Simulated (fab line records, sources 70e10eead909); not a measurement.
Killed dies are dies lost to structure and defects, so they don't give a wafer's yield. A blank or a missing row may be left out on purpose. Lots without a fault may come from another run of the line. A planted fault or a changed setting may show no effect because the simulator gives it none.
fab line records | flow nand_harc
record lots=24 wafers=72 last_day=33
route steps=1302 shown A_M0@1161 A_M1@1180 A_BONDPAD@1219
lots that met no fault: from a run of the same line without faults
start_h: hours from the record's first day to the start of the lot's first wafer shown | wait_h: hours since the lot's step before | " the same as in the row above | L1.1+2: a row that stands for several wafers | - no value, or no start given | * or withheld: withheld | < > ~ a bound
route shown NAME@n: a module of which the file shows steps, and the number in the route of the first | usual: mean/standard deviation of fault-free wafers | same: alike in all rows | chamber/n: place in a boat | sites: the reading at each site | _std_site: their standard deviation | _edge_site: outer sites' mean less inner sites' | radius_mm: how far each site lies from the wafer's centre | mask NAME#n: copy n | behind: the tool/chamber that last shaped the wafer | hold: why the lot was held/for how many hours/how that ended | device: the transistor (n, p or np) that didn't switch | end of line: the same wafers' tests at the end of the route | a step without rows: its recipe alone | killed: dies lost to structure and defects at the first sort, not the wafer's yield | map: a wafer's dies, x killed, . not, _ none there
set.NAME: the setting as run; set.NAME@STEP: as run at that earlier step | model.NAME: the simulator's own value behind a step, which no gauge read
steps of the route over a sample of lots; a table a step, a row a wafer
services: from which hour (start_h, from the record's first day; less than 0 if before it) a tool's chamber was out of use, for how many hours, and why
## steps
# step NHARC_A_M0_ANNEAL_30
# recipe temp_c=225 time_s=90
# usual wafer_temp_C_max=225.89/0.25
# columns lot.wafer tool chamber start_h wait_h wafer_temp_C_max
L074.1 rtp_anneal-02 0 514.84 - 225.52
L074.5 " 0 " " 225.83
L074.6 " 0 " " 226.03
L075.1 rtp_anneal-02 0 530.68 - 225.60
L075.2 " 0 " " 225.57
L075.5 " 0 " " 225.25
L076.1 rtp_anneal-01 0 536.95 0.3 225.91
L076.3 " 0 " " 226.20
L076.5 " 0 " " 225.98
L078.1 rtp_anneal-02 0 543.75 0.3 225.75
L078.2 " 0 " " 225.67
L078.4 " 0 " " 225.96
L077.1 rtp_anneal-01 0 561.33 0.3 225.73
L077.2 " 0 " " 225.79
L077.6 " 0 " " 226.20
L080.2 rtp_anneal-01 0 578.32 - 226.10
L080.4 " 0 " " 226.14
L080.5 " 0 " " 226.16
L079.2 rtp_anneal-01 0 586.17 - 225.87
L079.3 " 0 " " 226.36
L079.4 " 0 " " 226.09
L081.3 rtp_anneal-02 0 590.15 - 226.00
L081.4 " 0 " " 225.68
L081.6 " 0 " " 226.09
L082.2 rtp_anneal-01 0 601.60 - 226.52
L082.5 " 0 " " 226.10
L082.6 " 0 " " 225.98
L084.1 rtp_anneal-02 0 616.43 - 226.05
L084.4 " 0 " " 225.55
L084.6 " 0 " " 225.51
L083.1 rtp_anneal-01 0 623.89 0.3 225.95
L083.5 " 0 " " 225.99
L083.6 " 0 " " 226.15
L086.1 rtp_anneal-01 0 628.30 - 226.08
L086.2 " 0 " " 226.04
L086.3 " 0 " " 226.08
L085.2 rtp_anneal-01 0 629.22 - 225.98
L085.3 " 0 " " 226.44
L085.5 " 0 " " 225.83
L088.1 rtp_anneal-01 0 660.37 - 225.86
L088.3 " 0 " " 226.20
L088.6 " 0 " " 226.05
L089.1 rtp_anneal-01 0 662.04 0.3 225.76
L089.4 " 0 " " 225.96
L089.6 " 0 " " 226.10
L087.3 rtp_anneal-01 0 668.02 - 226.11
L087.4 " 0 " " 225.93
L087.6 " 0 " " 226.25
L091.1 rtp_anneal-01 0 673.90 - 225.51
L091.5 " 0 " " 226.09
L091.6 " 0 " " 225.45
L090.1 rtp_anneal-02 0 674.35 0.3 225.60
L090.3 " 0 " " 225.44
L090.6 " 0 " " 226.01
L093.2 rtp_anneal-01 0 716.52 - 225.96
L093.3 " 0 " " 226.05
L093.6 " 0 " " 225.67
L092.1 rtp_anneal-02 0 718.59 0.3 225.85
L092.3 " 0 " " 225.42
L092.4 " 0 " " 225.59
L094.3 rtp_anneal-02 0 725.15 0.3 225.56
L094.4 " 0 " " 225.39
L094.6 " 0 " " 225.56
L095.2 rtp_anneal-02 0 733.42 0.4 225.72
L095.3 " 0 " " 225.66
L095.6 " 0 " " 225.65
L096.3 rtp_anneal-01 0 741.54 0.3 226.41
L096.4 " 0 " " 226.32
L096.6 " 0 " " 225.78
L097.1 rtp_anneal-01 0 751.53 - 225.72
L097.3 " 0 " " 225.80
L097.6 " 0 " " 225.93
# step NHARC_A_M1_OVL_MEAS_10
# recipe pitch_nm=240
# usual overlay_x_nm=-0.1/0.7 overlay_y_nm=-0.1/0.95
# columns lot.wafer tool chamber start_h wait_h overlay_x_nm overlay_y_nm
L074.1 overlay-02 - 517.03 - -0.3 -0.6
L074.5 " - " " -0.4 0.3
L074.6 " - " " -0.6 -0.3
L075.1 overlay-02 - 532.96 - -1.5 0.9
L075.2 " - " " -1.4 0.9
L075.5 " - " " -1.7 0.7
L076.1 overlay-02 - 539.22 - -1.7 0.1
L076.3 " - " " -0.5 0.1
L076.5 " - " " -0.8 0.6
L078.1 overlay-01 - 546.36 - -0.9 -0.4
L078.2 " - " " -0.3 -0.8
L078.4 " - " " -0.4 -0.6
L077.1 overlay-02 - 563.62 - 0.5 -0.7
L077.2 " - " " -0.1 -0.8
L077.6 " - " " -0.2 -0.3
L080.2 overlay-01 - 580.57 - -0.2 -0.3
L080.4 " - " " -0.1 0.1
L080.5 " - " " -0.2 -0.3
L079.2 overlay-01 - 588.29 - 0.2 -0.6
L079.3 " - " " 0.1 -0.3
L079.4 " - " " 0.2 0.3
L081.3 overlay-01 - 592.32 - 0.5 -0.4
L081.4 " - " " 0.5 -0.3
L081.6 " - " " 0.5 0.1
L082.2 overlay-01 - 603.85 - -0.7 1.7
L082.5 " - " " -0.9 2.2
L082.6 " - " " -0.8 1.7
L084.1 overlay-02 - 618.73 - -0.3 -0.6
L084.4 " - " " 0.0 -0.6
L084.6 " - " " 0.2 -0.6
L083.1 overlay-02 - 626.03 - 0.7 0.6
L083.5 " - " " 1.4 0.2
L083.6 " - " " 0.7 1.5
L086.1 overlay-02 - 630.56 - 0.4 -0.5
L086.2 " - " " -0.1 -0.4
L086.3 " - " " 0.3 -0.8
L085.2 overlay-01 - 631.46 - 0.5 0.5
L085.3 " - " " 0.9 0.1
L085.5 " - " " 0.1 1.5
L088.1 overlay-01 - 662.57 - -0.5 0.6
L088.3 " - " " -0.5 -0.1
L088.6 " - " " -0.4 -0.6
L089.1 overlay-02 - 664.34 - -0.3 -0.4
L089.4 " - " " -0.3 -0.7
L089.6 " - " " 0.6 -0.3
L087.3 overlay-02 - 670.26 - -0.4 -0.5
L087.4 " - " " -0.9 0.4
L087.6 " - " " -0.9 -0.2
L091.1 overlay-02 - 676.26 - -0.2 -1.8
L091.5 " - " " -0.1 -2.1
L091.6 " - " " -0.4 -3.1
L090.1 overlay-01 - 676.75 - 0.9 0.2
L090.3 " - " " 0.2 -0.2
L090.6 " - " " 0.7 -0.1
L093.2 overlay-01 - 718.66 - 0.1 1.3
L093.3 " - " " -0.2 0.9
L093.6 " - " " -0.5 0.7
L092.1 overlay-02 - 720.91 - -0.7 -1.9
L092.3 " - " " -0.4 -2.0
L092.4 " - " " -0.4 -1.6
L094.3 overlay-02 - 727.23 - 0.9 -1.6
L094.4 " - " " 1.0 -1.6
L094.6 " - " " 1.6 -1.5
L095.2 overlay-01 - 735.67 - 0.5 0.8
L095.3 " - " " 0.0 -0.4
L095.6 " - " " 0.7 1.0
L096.3 overlay-01 - 743.75 - 0.7 -0.1
L096.4 " - " " 0.6 -0.4
L096.6 " - " " 1.1 -0.6
L097.1 overlay-02 - 753.80 - -0.3 0.6
L097.3 " - " " -0.9 0.2
L097.6 " - " " -1.0 0.4
# step NHARC_A_M1_CD_MEAS_16
# usual cd_nm=119.7/0.95
# columns lot.wafer tool chamber start_h wait_h cd_nm
L074.1 cd_sem-01 - 517.92 - 120.0
L074.5 " - " " 117.4
L074.6 " - " " 119.4
L075.1 cd_sem-02 - 533.36 - 120.4
L075.2 " - " " 119.2
L075.5 " - " " 118.1
L076.1 cd_sem-02 - 539.66 - 121.2
L076.3 " - " " 121.0
L076.5 " - " " 119.9
L078.1 cd_sem-01 - 546.76 - 119.9
L078.2 " - " " 121.0
L078.4 " - " " 118.4
L077.1 cd_sem-02 - 564.02 - 121.1
L077.2 " - " " 119.7
L077.6 " - " " 119.9
L080.2 cd_sem-03 - 580.98 - 119.0
L080.4 " - " " 120.5
L080.5 " - " " 119.5
L079.2 cd_sem-03 - 588.74 - 120.2
L079.3 " - " " 119.9
L079.4 " - " " 121.5
L081.3 cd_sem-01 - 592.72 - 119.4
L081.4 " - " " 119.5
L081.6 " - " " 119.4
L082.2 cd_sem-03 - 604.25 - 119.5
L082.5 " - " " 120.6
L082.6 " - " " 119.3
L084.1 cd_sem-03 - 619.14 - 121.1
L084.4 " - " " 120.8
L084.6 " - " " 120.0
L083.1 cd_sem-02 - 626.44 - 119.5
L083.5 " - " " 118.5
L083.6 " - " " 119.6
L086.1 cd_sem-02 - 630.96 - 118.7
L086.2 " - " " 119.4
L086.3 " - " " 118.9
L085.2 cd_sem-03 - 631.88 - 119.0
L085.3 " - " " 119.5
L085.5 " - " " 120.5
L088.1 cd_sem-02 - 663.02 - 119.2
L088.3 " - " " 120.4
L088.6 " - " " 119.0
L089.1 cd_sem-02 - 664.79 - 119.3
L089.4 " - " " 119.6
L089.6 " - " " 119.3
L087.3 cd_sem-03 - 670.71 - 117.9
L087.4 " - " " 120.1
L087.6 " - " " 120.2
L091.1 cd_sem-03 - 676.66 - 120.2
L091.5 " - " " 119.0
L091.6 " - " " 120.9
L090.1 cd_sem-01 - 677.16 - 119.4
L090.3 " - " " 118.0
L090.6 " - " " 118.8
L093.2 cd_sem-03 - 719.07 - 121.5
L093.3 " - " " 120.4
L093.6 " - " " 120.7
L092.1 cd_sem-03 - 721.32 - 120.6
L092.3 " - " " 119.2
L092.4 " - " " 119.0
L094.3 cd_sem-02 - 727.64 - 119.6
L094.4 " - " " 120.4
L094.6 " - " " 119.9
L095.2 cd_sem-01 - 736.08 - 119.9
L095.3 " - " " 118.8
L095.6 " - " " 119.8
L096.3 cd_sem-03 - 744.15 - 120.2
L096.4 " - " " 118.3
L096.6 " - " " 119.8
L097.1 cd_sem-01 - 754.21 - 119.1
L097.3 " - " " 118.6
L097.6 " - " " 118.4
# step NHARC_A_M1_PVD_20
# recipe target_thk_a=50 bias_v=168.6 power_w=15000 chamber_pressure_pa=0.12 time_s=8.06 substrate_temp_c=50 material=TaN
# usual chamber_pressure_pa=0.12/0.00025 substrate_temp_c=50.01/0.1 throttle_valve_pct=30.1/0.92
# columns lot.wafer tool chamber start_h wait_h chamber_pressure_pa substrate_temp_c throttle_valve_pct
L074.1 pvd_sputter-01 - - - 0.12009 49.94 31.4
L074.6 " - " " 0.11979 50.01 30.4
L074.5 " - " " 0.11968 50.10 31.2
L075.2 pvd_sputter-01 - - - 0.12071 50.00 29.2
L075.1 " - " " 0.12027 49.88 30.4
L075.5 " - " " 0.12015 50.21 29.2
L076.3 pvd_sputter-01 - - - 0.11993 50.23 30.4
L076.1 " - " " 0.11985 50.07 30.1
L076.5 " - " " 0.11984 50.17 30.3
L078.1 pvd_sputter-01 - - - 0.1203 49.97 31.2
L078.2 " - " " 0.11985 49.89 29.4
L078.4 " - " " 0.12031 50.25 29.8
L077.2 pvd_sputter-03 - - - 0.11979 50.07 27.8
L077.1 " - " " 0.1204 49.99 30.0
L077.6 " - " " 0.11958 49.86 30.0
L080.2 pvd_sputter-01 - - - 0.11983 50.08 30.1
L080.4 " - " " 0.12011 49.77 29.3
L080.5 " - " " 0.11986 50.07 30.1
L079.2 pvd_sputter-02 - - - 0.12028 49.93 29.8
L079.3 " - " " 0.12019 50.08 31.4
L079.4 " - " " 0.12027 49.81 31.3
L081.3 pvd_sputter-03 - - - 0.11977 50.02 29.9
L081.4 " - " " 0.12037 50.20 27.7
L081.6 " - " " 0.12031 50.07 27.9
L082.2 pvd_sputter-03 - - - 0.11992 49.90 28.9
L082.6 " - " " 0.11993 50.02 29.9
L082.5 " - " " 0.1197 50.03 28.9
L084.4 pvd_sputter-03 - - - 0.11988 50.17 29.0
L084.1 " - " " 0.11989 49.99 28.0
L084.6 " - " " 0.12003 49.96 30.0
L083.1 pvd_sputter-01 - - - 0.11981 49.82 30.2
L083.5 " - " " 0.11956 50.14 30.4
L083.6 " - " " 0.1196 49.97 30.0
L086.3 pvd_sputter-02 - - - 0.12041 49.97 31.6
L086.1 " - " " 0.11942 49.85 30.7
L086.2 " - " " 0.12046 49.94 31.7
L085.3 pvd_sputter-02 - - - 0.11963 50.17 31.4
L085.2 " - " " 0.11993 49.97 30.1
L085.5 " - " " 0.1198 49.99 31.8
L088.3 pvd_sputter-03 - - - 0.11965 50.17 28.7
L088.1 " - " " 0.12041 49.93 27.8
L088.6 " - " " 0.12017 50.06 29.6
L089.1 pvd_sputter-01 - - - 0.11996 49.98 30.3
L089.4 " - " " 0.12014 50.05 29.3
L089.6 " - " " 0.11998 50.04 30.1
L087.4 pvd_sputter-01 - - - 0.11998 49.97 30.4
L087.3 " - " " 0.11991 50.02 29.1
L087.6 " - " " 0.11958 50.02 30.4
L091.1 pvd_sputter-01 - - - 0.12017 50.04 30.1
L091.5 " - " " 0.11969 49.92 30.8
L091.6 " - " " 0.12002 50.00 29.6
L090.3 pvd_sputter-02 - - - 0.1203 49.94 31.0
L090.1 " - " " 0.12023 49.85 29.8
L090.6 " - " " 0.12019 50.05 29.6
L093.3 pvd_sputter-01 - - - 0.12 49.99 30.6
L093.2 " - " " 0.11995 50.06 30.4
L093.6 " - " " 0.12015 49.95 31.0
L092.1 pvd_sputter-01 - - - 0.12037 50.13 30.2
L092.3 " - " " 0.12003 49.91 31.0
L092.4 " - " " 0.11981 50.05 30.3
L094.4 pvd_sputter-03 - - - 0.11953 49.97 29.7
L094.3 " - " " 0.1201 49.92 29.7
L094.6 " - " " 0.12021 50.10 29.6
L095.2 pvd_sputter-02 - - - 0.12005 49.95 29.9
L095.3 " - " " 0.12027 49.91 32.0
L095.6 " - " " 0.11982 50.16 31.1
L096.4 pvd_sputter-02 - - - 0.12004 50.03 30.2
L096.3 " - " " 0.12016 50.09 32.2
L096.6 " - " " 0.12004 50.02 31.8
L097.1 pvd_sputter-02 - - - 0.12011 50.00 30.1
L097.3 " - " " 0.11995 49.95 31.9
L097.6 " - " " 0.12033 50.00 29.9
# step NHARC_A_M1_THK_MEAS_24
# recipe thk_meas_gauge=xrf
# usual thk_nm=154.3/1.7
# columns lot.wafer tool chamber start_h wait_h thk_nm
L074.1 film_metro-01 - 520.07 - 153.6
L074.5 " - " " 154.1
L074.6 " - " " 154.3
L075.1 film_metro-01 - 535.51 - 152.5
L075.2 " - " " 154.0
L075.5 " - " " 156.0
L076.1 film_metro-02 - 541.84 - 157.1
L076.3 " - " " 154.4
L076.5 " - " " 152.7
L078.1 film_metro-02 - 548.91 - 153.0
L078.2 " - " " 157.0
L078.4 " - " " 155.0
L077.1 film_metro-01 - 566.19 - 156.9
L077.2 " - " " 154.7
L077.6 " - " " 155.4
L080.2 film_metro-02 - 583.08 - 151.3
L080.4 " - " " 156.1
L080.5 " - " " 153.4
L079.2 film_metro-02 - 591.08 - 154.8
L079.3 " - " " 151.4
L079.4 " - " " 155.4
L081.3 film_metro-02 - 594.84 - 154.5
L081.4 " - " " 152.4
L081.6 " - " " 153.6
L082.2 film_metro-01 - 606.58 - 153.3
L082.5 " - " " 152.4
L082.6 " - " " 152.4
L084.1 film_metro-01 - 621.27 - 151.6
L084.4 " - " " 153.7
L084.6 " - " " 152.8
L083.1 film_metro-01 - 628.64 - 153.8
L083.5 " - " " 153.4
L083.6 " - " " 154.5
L086.1 film_metro-01 - 633.07 - 156.0
L086.2 " - " " 155.0
L086.3 " - " " 152.6
L085.2 film_metro-01 - 633.99 - 156.0
L085.3 " - " " 154.8
L085.5 " - " " 152.4
L088.1 film_metro-01 - 665.24 - 153.7
L088.3 " - " " 152.7
L088.6 " - " " 152.4
L089.1 film_metro-02 - 666.94 - 154.0
L089.4 " - " " 153.5
L089.6 " - " " 153.3
L087.3 film_metro-02 - 672.88 - 156.7
L087.4 " - " " 149.9
L087.6 " - " " 156.6
L091.1 film_metro-01 - 678.84 - 151.6
L091.5 " - " " 155.3
L091.6 " - " " 155.0
L090.1 film_metro-02 - 679.99 - 155.4
L090.3 " - " " 157.5
L090.6 " - " " 151.7
L093.2 film_metro-01 - 721.21 - 154.6
L093.3 " - " " 150.0
L093.6 " - " " 155.1
L092.1 film_metro-01 - 723.42 - 153.8
L092.3 " - " " 156.8
L092.4 " - " " 155.0
L094.3 film_metro-02 - 729.79 - 152.5
L094.4 " - " " 154.2
L094.6 " - " " 153.1
L095.2 film_metro-02 - 738.23 - 155.1
L095.3 " - " " 153.8
L095.6 " - " " 155.2
L096.3 film_metro-01 - 746.30 - 155.1
L096.4 " - " " 152.5
L096.6 " - " " 155.5
L097.1 film_metro-02 - 756.36 - 155.3
L097.3 " - " " 157.2
L097.6 " - " " 156.0
# step NHARC_A_BONDPAD_ETCH_34
# recipe target_depth_a=600 overetch_a=180 time_s=65.91 ion_energy_ev=200 n2_flow_sccm=150 h2_flow_sccm=150 ar_flow_sccm=0 rf_w=400 bias_w=150 chemistry=N2/H2
# usual bias_w=150.0/0.46 drypump_motor_current_A=5.8/0.42 oes_product_au=1.002/0.012 rf_vpp_V=430.9/2.8 showerhead_plenum_p_Torr=2.05/0.1 throttle_valve_pct=14.172/0.0086
# columns lot.wafer tool chamber start_h wait_h bias_w drypump_motor_current_A oes_product_au rf_hours_counter_h rf_vpp_V showerhead_plenum_p_Torr throttle_valve_pct
L074.1 rie_diel-07 1 522.47 0.1 149.3 5.2 1.002 1 433.1 2.08 14.174
L074.5 " 2 " " 150.8 5.7 1.002 - 429.6 1.98 14.169
L074.6 " 3 " " 150.2 6.4 1.010 - 434.0 2.17 14.159
L075.2 rie_diel-12 2 537.90 0.1 149.9 5.9 0.975 16 427.4 1.89 14.178
L075.1 " 3 " " 150.5 5.4 1.023 18 433.1 2.14 14.162
L075.5 " 2 " " 149.1 5.9 0.988 - 425.8 1.89 14.173
L076.3 rie_diel-07 0 544.22 0.1 150.0 6.3 1.004 1 429.8 2.01 14.168
L076.1 " 1 " " 149.8 5.2 1.010 1 432.7 2.08 14.158
L076.5 " 0 " " 149.3 6.3 1.006 - 429.2 2.01 14.179
L078.1 rie_diel-07 0 551.31 0.1 149.8 6.3 1.001 1 430.1 2.01 14.185
L078.2 " 1 " " 149.1 5.2 1.014 1 432.6 2.08 14.172
L078.4 " 3 " " 150.5 6.3 1.009 1 433.7 2.17 14.170
L077.2 rie_diel-12 2 568.45 0.1 150.1 5.9 0.985 21 426.7 1.89 14.184
L077.1 " 3 " " 150.2 5.4 1.035 21 432.2 2.14 14.173
L077.6 " 1 " " 149.5 6.0 0.998 - 425.3 1.88 14.170
L080.4 rie_diel-12 1 585.45 0.1 149.8 6.1 1.001 23 426.2 1.88 14.166
L080.2 " 0 " " 149.6 5.5 1.008 21 436.0 2.21 14.167
L080.5 " 2 " " 150.2 5.9 0.990 - 426.4 1.89 14.175
L079.3 rie_diel-12 0 593.74 0.2 150.0 5.5 1.015 23 434.6 2.21 14.182
L079.4 " 1 " " 150.1 6.1 0.997 25 425.2 1.88 14.173
L079.2 " 3 " " 150.7 5.5 1.027 26 433.2 2.14 14.179
L081.3 rie_diel-07 2 597.55 0.1 149.4 5.7 0.983 3 430.2 1.97 14.153
L081.6 " 2 " " 149.4 5.7 0.991 - 427.7 1.97 14.164
L081.4 " 1 " " 149.7 5.2 0.991 - 431.8 2.08 14.172
L082.2 rie_diel-07 3 609.12 0.1 150.9 6.4 1.003 3 434.3 2.17 14.183
L082.5 " 1 " " 150.0 5.3 0.994 - 431.0 2.08 14.162
L082.6 " 2 " " 150.0 5.7 0.988 - 429.4 1.97 14.176
L084.1 rie_diel-07 1 623.52 0.1 150.1 5.2 1.002 4 431.7 2.08 14.185
L084.4 " 3 " " 149.8 6.4 1.009 4 434.5 2.17 14.178
L084.6 " 1 " " 150.6 5.2 0.992 - 428.5 2.08 14.176
L083.1 rie_diel-07 2 631.03 0.1 149.6 5.7 0.987 4 428.5 1.97 14.174
L083.6 " 3 " " 149.8 6.4 1.011 - 433.9 2.17 14.173
L083.5 " 0 " " 150.0 6.3 1.010 - 430.1 2.01 14.165
L086.1 rie_diel-07 0 635.51 0.1 150.3 6.3 1.020 4 428.6 2.01 14.179
L086.2 " 1 " " 149.8 5.2 1.008 4 432.4 2.08 14.168
L086.3 " 2 " " 150.1 5.7 0.991 4 428.1 1.97 14.170
L085.2 rie_diel-07 2 636.36 0.1 150.0 5.7 0.992 4 429.6 1.97 14.178
L085.3 " 0 " " 150.5 6.2 1.010 4 429.2 2.01 14.174
L085.5 " 3 " " 150.1 6.4 1.009 - 432.3 2.17 14.170
L088.1 rie_diel-10 1 667.75 0.1 150.1 5.2 1.003 28 431.7 2.08 14.173
L088.3 " 0 " " 149.9 6.1 0.977 24 434.6 2.21 14.161
L088.6 " 1 " " 150.5 5.2 1.009 - 430.2 2.08 14.178
L089.4 rie_diel-07 1 669.36 0.1 148.8 5.2 0.995 0 432.0 2.08 14.184
L089.1 " 2 " " 150.1 5.7 1.003 0 428.8 1.97 14.187
L089.6 " 1 " " 148.9 5.2 1.000 - 432.1 2.08 14.156
L087.4 rie_diel-12 2 675.30 0.1 150.0 5.9 0.977 4 427.3 1.88 14.167
L087.3 " 0 " " 149.9 5.6 0.982 6 435.1 2.21 14.171
L087.6 " 2 " " 149.6 5.9 0.985 - 425.9 1.88 14.169
L091.1 rie_diel-12 2 681.10 0.1 150.3 5.9 0.987 4 426.1 1.88 14.164
L091.6 " 2 " " 149.4 5.9 0.977 - 427.6 1.88 14.169
L091.5 " 3 " " 150.3 5.4 1.016 - 433.6 2.13 14.177
L090.1 rie_diel-07 2 682.28 0.1 150.0 5.7 0.986 1 428.6 1.97 14.160
L090.3 " 3 " " 149.7 6.4 1.018 1 433.3 2.17 14.177
L090.6 " 2 " " 150.5 5.7 0.996 - 429.6 1.97 14.178
L093.2 rie_diel-07 1 723.49 0.1 150.5 5.2 1.011 1 430.9 2.08 14.181
L093.3 " 2 " " 149.6 5.7 1.002 1 428.4 1.97 14.177
L093.6 " 2 " " 150.1 5.7 1.005 - 428.6 1.97 14.172
L092.1 rie_diel-07 2 725.67 0.1 149.5 5.7 1.005 1 429.4 1.97 14.190
L092.4 " 3 " " 150.0 6.4 1.032 2 434.5 2.16 14.183
L092.3 " 0 " " 149.7 6.3 0.998 2 430.4 2.01 14.162
L094.4 rie_diel-07 0 732.30 0.2 149.6 6.3 1.006 2 429.3 2.01 14.171
L094.3 " 3 " " 150.4 6.4 1.018 2 434.5 2.16 14.175
L094.6 " 1 " " 150.9 5.2 1.011 - 432.1 2.08 14.160
L095.3 rie_diel-10 1 740.49 0.1 150.2 5.2 1.006 48 431.0 2.08 14.185
L095.2 " 2 " " 149.9 5.6 0.998 51 433.8 2.20 14.174
L095.6 " 2 " " 150.7 5.6 0.999 - 434.3 2.20 14.174
L096.3 rie_diel-07 1 748.63 0.1 150.2 5.2 1.005 2 431.6 2.08 14.174
L096.4 " 3 " " 149.9 6.4 1.016 2 436.2 2.16 14.162
L096.6 " 0 " " 150.5 6.3 0.998 - 427.3 2.01 14.159
L097.3 rie_diel-07 2 758.74 0.1 150.4 5.7 1.002 2 428.9 1.97 14.178
L097.1 " 3 " " 149.8 6.4 1.025 3 433.2 2.16 14.169
L097.6 " 3 " " 150.0 6.4 1.022 - 435.2 2.16 14.177
## services
# columns tool chamber start_h hours kind
rie_diel-07 0 504.70 - clean
rie_diel-07 1 504.70 - clean
rie_diel-07 2 504.70 - clean
rie_diel-07 3 504.70 - clean
pvd_sputter-03 - 524.13 2.9 repair
pvd_sputter-03 - 527.05 10.0 pm
rie_diel-07 0 529.20 - clean
pvd_sputter-02 - 538.09 5.6 repair
rie_diel-10 2 543.91 4.8 repair
rie_diel-07 0 555.03 3.6 repair
pvd_sputter-01 - 559.20 3.8 repair
pvd_sputter-01 - 590.41 10.0 pm
rie_diel-07 - 594.58 2.3 repair
rie_diel-10 - 598.86 9.0 pm
pvd_sputter-01 - 619.70 1.6 repair
rie_diel-12 - 622.40 9.0 pm
rie_diel-12 2 632.62 14.1 repair
rie_diel-10 0 635.75 1.2 repair
rie_diel-07 - 648.20 9.0 pm
pvd_sputter-02 - 656.25 10.0 pm
pvd_sputter-03 - 689.77 6.9 repair
rie_diel-10 1 698.98 18.1 repair
pvd_sputter-02 - 718.56 2.4 repair
rtp_anneal-02 - 744.00 12.0 pm
## key
fault none
